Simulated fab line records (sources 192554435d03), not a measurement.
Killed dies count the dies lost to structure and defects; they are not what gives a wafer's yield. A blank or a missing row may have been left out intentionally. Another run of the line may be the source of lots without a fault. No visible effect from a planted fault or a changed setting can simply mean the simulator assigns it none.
One fault through the eyes of 2 desks    flow n5Finfet    only its own numbers are on each desk; what lay behind them is given at the end

TOOL OWNER'S DESK, cmp-04
The tool's own readings at N5_BEOL_M15_CMP_49 (polishes, stops on SiO2, t overpolish 4.9 s, target thk 850 nm): means of the sampled wafers that have a number, for each lot that ran on this tool. Marked OUT: a lot whose mean sits more than 4 standard deviations from the usual mean, which makes it out of limits; the brackets give that distance.
Columns: A = barrierFieldEndpointS at N5_BEOL_M15_CMP_49, usual 11.39 s; B = headPressurePsi at N5_BEOL_M15_CMP_49, usual 2.000 psi; C = motorCurrentA at N5_BEOL_M15_CMP_49, usual 8.4 A; D = overpolishRunS at N5_BEOL_M15_CMP_49, usual 4.899 s
lot   first seen here  A      B      C    D
L246  day 12 12:01     11.46  1.996  7.7  4.900
L247  day 13 01:07     11.20  2.001  8.3  4.901
L248  day 13 12:37     11.38  1.994  8.5  4.900
L250  day 13 15:42     11.13  1.997  8.7  4.890
This desk found nothing out of limits on any of the 4 lots.

AT THE METROLOGY DESK
What the gauges read for every lot (on any tool): the sampled wafers with a number, averaged. Marked OUT: a lot whose mean sits more than 4 standard deviations from the usual mean, which makes it out of limits; the brackets give that distance.
Columns: A = cdNm at N5_PASSIVATION_CD_MEAS_30, usual 4000.1 nm
lot   first seen here  A
L245  day 12 12:06     3998.6
L243  day 12 14:36     4000.0
L242  day 12 15:32     3998.6
L246  day 12 20:43     4000.4
L247  day 13 12:09     4001.7
L248  day 13 22:10     3998.7
L250  day 14 00:55     3999.9
L255  day 15 05:02     4000.2
L259  day 16 20:34     4002.1
L260  day 16 20:54     3999.5
L264  day 17 21:41     3999.2
L263  day 18 00:27     3999.0
This desk found nothing out of limits on any of the 12 lots.

ALL TOGETHER
The tool owner's desk saw nothing out of limits.
The metrology desk saw nothing out of limits.

WHAT THE SIMULATOR HAD INSERTED
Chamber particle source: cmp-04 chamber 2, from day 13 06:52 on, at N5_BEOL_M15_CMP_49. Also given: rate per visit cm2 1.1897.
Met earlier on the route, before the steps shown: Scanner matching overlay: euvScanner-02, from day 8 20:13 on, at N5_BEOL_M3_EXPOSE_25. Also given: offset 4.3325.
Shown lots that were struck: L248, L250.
